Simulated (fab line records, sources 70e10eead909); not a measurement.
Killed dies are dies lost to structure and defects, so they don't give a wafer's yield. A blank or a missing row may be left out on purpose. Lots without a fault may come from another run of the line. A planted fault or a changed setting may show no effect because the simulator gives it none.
fab line records | flow nand_harc
record lots=5 wafers=15 last_day=22
route steps=1159 shown A_CHANNEL_HOLE_D1@459 A_CHANNEL_FILL_D1@490 END@1159
lots that met no fault: from a run of the same line without faults
start_h: hours from the record's first day to the start of the lot's first wafer shown | wait_h: hours since the lot's step before | " the same as in the row above | L1.1+2: a row that stands for several wafers | - no value, or no start given | * or withheld: withheld | < > ~ a bound
route shown NAME@n: a module of which the file shows steps, and the number in the route of the first | usual: mean/standard deviation of fault-free wafers | same: alike in all rows | chamber/n: place in a boat | sites: the reading at each site | _std_site: their standard deviation | _edge_site: outer sites' mean less inner sites' | radius_mm: how far each site lies from the wafer's centre | mask NAME#n: copy n | behind: the tool/chamber that last shaped the wafer | hold: why the lot was held/for how many hours/how that ended | device: the transistor (n, p or np) that didn't switch | end of line: the same wafers' tests at the end of the route | a step without rows: its recipe alone | killed: dies lost to structure and defects at the first sort, not the wafer's yield | map: a wafer's dies, x killed, . not, _ none there
set.NAME: the setting as run; set.NAME@STEP: as run at that earlier step | model.NAME: the simulator's own value behind a step, which no gauge read
lots at some steps of the route; a table a step, a row a wafer
services: from which hour (start_h, from the record's first day; less than 0 if before it) a tool's chamber was out of use, for how many hours, and why
## steps
# step NHARC_A_CHANNEL_HOLE_D1_EXPOSE_07
# recipe na=1.35 target_cd_nm=100 sigma_outer=0.3 dose_mj=59.65 mask_id=HOLE_D1
# step NHARC_A_CHANNEL_HOLE_D1_PEB_08
# recipe peb_temp_c=100 peb_time_s=65
# step NHARC_A_CHANNEL_HOLE_D1_DEVELOP_09
# recipe develop_time_s=35 dev_temp_c=23
# step NHARC_A_CHANNEL_HOLE_D1_DESCUM_15
# recipe time_s=3 o2_flow_sccm=200 ar_flow_sccm=0 bias_power_w=0 chemistry=O2
# step NHARC_A_CHANNEL_HOLE_D1_ETCH_38
# recipe target_depth_a=390 over_etch_frac=0.3 time_s=65 ion_energy_ev=80 cf4_flow_sccm=150 ar_flow_sccm=0 rf_w=300 bias_w=100 chemistry=CF4
# step NHARC_A_CHANNEL_HOLE_D1_ETCH_39
# recipe target_depth_a=2600 over_etch_frac=0.3 time_s=325 ion_energy_ev=200 n2_flow_sccm=150 h2_flow_sccm=150 ar_flow_sccm=0 rf_w=400 bias_w=150 chemistry=N2/H2
# step NHARC_A_CHANNEL_HOLE_D1_ETCH_34
# recipe target_depth_a=1540 time_s=77 cf4_flow_sccm=100 chf3_flow_sccm=30 ar_flow_sccm=0 rf_w=500 bias_w=200 chemistry=CF4/CHF3
# step NHARC_A_CHANNEL_HOLE_D1_ETCH_16
# recipe target_depth_a=31000 over_etch_frac=0.3 time_s=806 ion_energy_ev=150 o2_flow_sccm=400 cos_flow_sccm=20 ar_flow_sccm=0 rf_w=500 bias_w=300 chemistry=O2/COS
# step NHARC_A_CHANNEL_HOLE_D1_ETCH_19
# recipe bias_v=1200 source_w=2500 pressure_mtorr=15 time_s=34.5 ar_flow_sccm=375 c4f8_flow_sccm=28.8 o2_flow_sccm=96.2 temp_c=-20 target_depth_a=* chemistry=C4F8/O2/Ar
# usual drypump_motor_current_A=5.67/0.13 showerhead_plenum_p_Torr=3.78/0.099 throttle_valve_pct=37.038/0.0081
# columns lot.wafer tool chamber start_h wait_h drypump_motor_current_A rf_hours_counter_h showerhead_plenum_p_Torr throttle_valve_pct
L222.2 har_etch-02 0 172.63 0.1 5.73 105 3.68 37.038
L222.4 " 1 " " 5.77 - 3.92 37.028
L222.6 " 0 " " 5.73 - 3.68 37.038
L225.1 har_etch-02 1 190.71 0.1 5.84 118 3.92 37.038
L225.2 " 0 " " 5.72 118 3.67 37.033
L225.6 " 1 " " 5.80 - 3.92 37.032
L227.2 har_etch-02 0 208.58 0.1 5.72 122 3.67 37.032
L227.3 " 0 " " 5.71 - 3.67 37.046
L227.5 " 1 " " 5.82 - 3.91 37.028
L230.2 har_etch-02 0 219.42 0.1 5.70 127 3.66 37.033
L230.1 " 1 " " 5.81 127 3.91 37.035
L230.5 " 1 " " 5.81 - 3.91 37.043
L236.1 har_etch-01 1 267.50 0.1 5.62 214 3.82 37.054
L236.4 " 1 " " 5.62 - 3.82 37.046
L236.3 " 0 " " 5.48 - 3.71 37.044
# step NHARC_A_CHANNEL_HOLE_D1_ETCH_20
# recipe bias_v=3000 source_w=withheld pressure_mtorr=20 time_s=361.9 ar_flow_sccm=375 c4f8_flow_sccm=89.3 o2_flow_sccm=35.7 temp_c=-20 target_depth_a=16000 chemistry=C4F8/O2/Ar
# step NHARC_A_CHANNEL_HOLE_D1_ETCH_21
# recipe bias_v=3000 source_w=withheld pressure_mtorr=20 time_s=514.3 ar_flow_sccm=375 c4f8_flow_sccm=89.3 o2_flow_sccm=35.7 temp_c=-20 target_depth_a=16000 chemistry=C4F8/O2/Ar
# step NHARC_A_CHANNEL_HOLE_D1_ETCH_22
# recipe bias_v=3000 source_w=withheld pressure_mtorr=20 time_s=666.7 ar_flow_sccm=375 c4f8_flow_sccm=89.3 o2_flow_sccm=35.7 temp_c=-20 target_depth_a=16000 chemistry=C4F8/O2/Ar
# step NHARC_A_CHANNEL_HOLE_D1_ETCH_23
# recipe bias_v=5000 source_w=withheld pressure_mtorr=20 time_s=819 ar_flow_sccm=375 c4f8_flow_sccm=89.3 o2_flow_sccm=35.7 temp_c=-20 target_depth_a=16000 chemistry=C4F8/O2/Ar
# step NHARC_A_CHANNEL_HOLE_D1_ETCH_24
# recipe bias_v=5000 source_w=withheld pressure_mtorr=20 time_s=906.2 ar_flow_sccm=375 c4f8_flow_sccm=93.8 o2_flow_sccm=31.2 temp_c=-20 target_depth_a=15000 chemistry=C4F8/O2/Ar
# step NHARC_A_CHANNEL_HOLE_D1_ETCH_25
# recipe bias_v=5000 source_w=withheld pressure_mtorr=20 time_s=1040.2 ar_flow_sccm=375 c4f8_flow_sccm=93.8 o2_flow_sccm=31.2 temp_c=-20 target_depth_a=15000 chemistry=C4F8/O2/Ar
# step NHARC_A_CHANNEL_HOLE_D1_ETCH_26
# recipe bias_v=300 source_w=2000 pressure_mtorr=30 time_s=224.1 ar_flow_sccm=375 c4f8_flow_sccm=11.4 o2_flow_sccm=113.6 temp_c=-20 target_depth_a=3000 chemistry=C4F8/O2/Ar
# step NHARC_A_CHANNEL_HOLE_D1_ETCH_33
# recipe bias_v=400 source_w=2000 pressure_mtorr=25 time_s=90 ar_flow_sccm=375 c4f8_flow_sccm=41.7 o2_flow_sccm=83.3 temp_c=-20 target_depth_a=4000 chemistry=C4F8/O2/Ar
# step NHARC_A_CHANNEL_HOLE_D1_STRIP_41
# recipe n2_flow_sccm=150 h2_flow_sccm=150 ar_flow_sccm=0 bias_w=0 chemistry=N2/H2
# step NHARC_A_CHANNEL_HOLE_D1_STRIP_42
# recipe cf4_flow_sccm=100 chf3_flow_sccm=30 ar_flow_sccm=0 bias_w=0 chemistry=CF4/CHF3
# step NHARC_A_CHANNEL_HOLE_D1_STRIP_43
# recipe o2_flow_sccm=400 cos_flow_sccm=20 ar_flow_sccm=0 bias_w=0 chemistry=O2/COS
# step NHARC_A_CHANNEL_HOLE_D1_ETCH_44
# recipe target_depth_a=1400 overetch_a=140 time_s=77 ion_energy_ev=100 cf4_flow_sccm=80 o2_flow_sccm=20 ar_flow_sccm=0 rf_w=300 bias_w=100 chemistry=CF4/O2
# step NHARC_A_CHANNEL_HOLE_D1_STRIP_27
# recipe o2_flow_sccm=500 ar_flow_sccm=0 bias_w=0 chemistry=O2
# step NHARC_A_CHANNEL_HOLE_D1_PRECLEAN_28
# recipe time_s=* temp_c=50 bath_age_min=0 chemistry=SC1
# step NHARC_A_CHANNEL_HOLE_D1_SRD_29
# step NHARC_A_CHANNEL_HOLE_D1_XSEM_31
# recipe landing_energy_ev=35000
# step NHARC_A_CHANNEL_HOLE_D1_INSPECT_40
# usual raw_defect_count=61/16
# columns lot.wafer tool chamber start_h wait_h raw_defect_count
L222.2 defect_inspect-01 - 178.32 - 68
L222.4 " - " " 63
L222.6 " - " " 49
L225.1 defect_inspect-01 - 196.43 - 342
L225.2 " - " " 292
L225.6 " - " " 332
L227.2 defect_inspect-01 - 214.74 - 333
L227.3 " - " " 369
L227.5 " - " " 318
L230.1 defect_inspect-02 - 225.19 - 349
L230.2 " - " " 347
L230.5 " - " " 308
L236.1 defect_inspect-01 - 273.19 - 56
L236.3 " - " " 70
L236.4 " - " " 77
# step NHARC_A_CHANNEL_FILL_D1_PRECLEAN_00
# recipe time_s=* temp_c=50 bath_age_min=0 chemistry=SC1
# step NHARC_END_SORT_01
# recipe temp_c=25
# usual killed_at_array=28/11 killed_at_other=0.8/1.3 killed_at_periphery=3.6/2.5 killed_dies=32/11 killed_open=3.0/1.8 killed_short=2.0/1.5
# same gross_dies=677
# columns lot.wafer tool chamber start_h wait_h killed_at_array killed_at_other killed_at_periphery killed_dies killed_open killed_short
L225.1 prober-02 0 485.12 2.5 72 0 4 76 4 1
L225.2 prober-02 0 485.91 2.8 78 0 2 80 1 1
L225.6 prober-02 0 489.10 4.0 73 0 5 78 2 1
L227.2 prober-02 0 493.69 2.8 73 1 4 78 1 2
L227.3 prober-02 0 494.50 3.1 83 3 1 87 1 1
L227.5 prober-02 0 496.10 3.7 72 1 4 77 2 0
L230.1 prober-01 0 500.85 2.5 69 0 8 77 1 0
L230.2 prober-01 0 501.66 2.8 83 1 3 87 3 1
L230.5 prober-01 0 504.08 3.7 77 1 8 86 3 0
# killed by level:class
L225.1 A_CHANNEL_HOLE_D1:unspecified=67 P_GATE:geometric_particle:open=2 P_STI:chamber_film_flake=2 A_SOURCE_PLATE:geometric_particle:open=1 A_ONON_D1:geometric_particle:short=1 A_WL_FILL:geometric_particle:open=1 A_STAIRCASE:chamber_film_flake=1 A_SLIT:chamber_film_flake=1
L225.2 A_CHANNEL_HOLE_D1:unspecified=64 A_STAIRCASE:chamber_film_flake=7 A_CONTACT:chamber_film_flake=3 P_GATE:geometric_particle:short=1 A_CONTACT:geometric_particle:open=1 P_ZERO_WELL:chamber_film_flake=1 A_ZERO_WELL:chamber_film_flake=1 A_CHANNEL_FILL_D1:chamber_film_flake=1
L225.6 A_CHANNEL_HOLE_D1:unspecified=65 A_STAIRCASE:chamber_film_flake=3 P_STI:chamber_film_flake=2 A_CONTACT:chamber_film_flake=2 A_ONON_D1:geometric_particle:open=1 A_SGD_CUT:geometric_particle:short=1 A_CONTACT:geometric_particle:open=1 P_ZERO_WELL:chamber_film_flake=1
L227.2 A_CHANNEL_HOLE_D1:unspecified=65 A_STAIRCASE:chamber_film_flake=3 P_ZERO_WELL:chamber_film_flake=2 P_M1:geometric_particle:short=1 A_ONON_D1:geometric_particle:short=1 A_CONTACT:geometric_particle:open=1 P_GATE:chamber_film_flake=1 A_ZERO_WELL:chamber_film_flake=1
L227.3 A_CHANNEL_HOLE_D1:unspecified=78 THIN_TSV:chamber_film_flake=3 A_SLIT:chamber_film_flake=2 A_CONTACT:geometric_particle:open=1 A_M0:geometric_particle:short=1 P_M1:chamber_film_flake=1 A_STAIRCASE:chamber_film_flake=1
L227.5 A_CHANNEL_HOLE_D1:unspecified=60 A_STAIRCASE:chamber_film_flake=5 A_ONON_D1:geometric_particle:open=2 P_STI:chamber_film_flake=2 A_CHANNEL_HOLE_D1:chamber_film_flake=2 P_ZERO_WELL:chamber_film_flake=1 P_GATE:chamber_film_flake=1 A_ZERO_WELL:chamber_film_flake=1
L230.1 A_CHANNEL_HOLE_D1:unspecified=63 P_M0:chamber_film_flake=5 P_STI:chamber_film_flake=2 A_SLIT:chamber_film_flake=2 A_CHANNEL_HOLE_D1:chamber_film_flake=2 A_ONON_D1:geometric_particle:open=1 P_GATE:chamber_film_flake=1 A_STAIRCASE:chamber_film_flake=1
L230.2 A_CHANNEL_HOLE_D1:unspecified=67 A_SLIT:chamber_film_flake=5 P_M0:chamber_film_flake=3 A_STAIRCASE:chamber_film_flake=2 A_M0:chamber_film_flake=2 A_ONON_D1:geometric_particle:short=1 A_CHANNEL_FILL_D1:geometric_particle:open=1 A_SGD_CUT:geometric_particle:open=1
L230.5 A_CHANNEL_HOLE_D1:unspecified=58 A_SLIT:chamber_film_flake=14 P_M0:chamber_film_flake=4 A_CHANNEL_HOLE_D1:chamber_film_flake=2 A_STAIRCASE:chamber_film_flake=2 P_GATE:geometric_particle:open=1 P_M1:geometric_particle:open=1 A_WL_FILL:geometric_particle:open=1
# map L225.2 (x killed, . not)
____________.____________
_________......._________
_______..........._______
______.............______
_____..............._____
____.................____
____.................____
___.................x.___
___................x..___
__........x.........x..__
__.....................__
_.....x.......x........._
_......................._
_......................._
_............x.........._
_......................._
.............x...........
.........................
.............x......x....
...............x..x...x..
.x..........x...xxxx.....
_..............xxxxx...._
_..............xxxxxxx.._
_............x..xxxxx..._
_.............xxxxxxx..._
_.............xxxxxxxx.._
__...........xxxxxxxxx.__
__.............xxxxx..x__
___.......x...xxxxxx..___
___.........xx..xx....___
____............x.x..____
____.................____
_____..............._____
______.............______
_______..........._______
_________......._________
____________.____________
# map L227.3 (x killed, . not)
____________.____________
_________......._________
_______..........._______
______.............______
_____..............._____
____.................____
____.................____
___...................___
___...................___
__.x...................__
__.....................__
_......................._
_......................._
_......................._
_......................._
_......................._
.........................
.........................
............x............
..................xx.....
..............xxxxxxx....
_..............xxxxxx.x._
_.............xxxxxxx..._
_.....x......xxxxxxxx..._
_.............xxxxxxxx.._
_............x.xxxxxxx.x_
__......x.....xxxxxxx.x__
__.xx.......x.xxxxxxxx.__
___............xxxxxx.___
___.............xxxx..___
____.x............x..____
____......x......x...____
_____.............x._____
______.............______
_______.x........._______
_________......._________
____________.____________
## services
# columns tool chamber start_h hours kind
har_etch-02 - 237.66 0.1 repair
## key
first_sign step=NHARC_A_CHANNEL_HOLE_D1_INSPECT_40 reading=raw_defect_count direction=up sigmas=17 usual=61 struck=332
effect step=NHARC_END_SORT_01 reading=killed_at_array direction=up sigmas=4.5 usual=28 struck=76
more_kills_born_at NHARC_A_CHANNEL_HOLE_D1_ETCH_19@har_etch-02=546
met_at NHARC_A_CHANNEL_HOLE_D1_ETCH_19
struck_wafers L225.1,L225.2,L225.6,L227.2,L227.3,L227.5,L230.1,L230.2,L230.5
tester_left_out L225,L227,L230
onset_between 172.63 190.71
fault kind=chamber_particle_source tool=har_etch-02 chamber=- onset_h=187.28 steps=NHARC_A_CHANNEL_HOLE_D1_ETCH_19 rate_per_visit_cm2=0.42348 end_h=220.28
# tester_left_out: of these lots the tester's yield and bins aren't shown, on N5 and GAA mostly nor the transistor test; their killed dies are dies lost to structure and defects alone, not to doping, threshold or leakage, so they don't give the yield
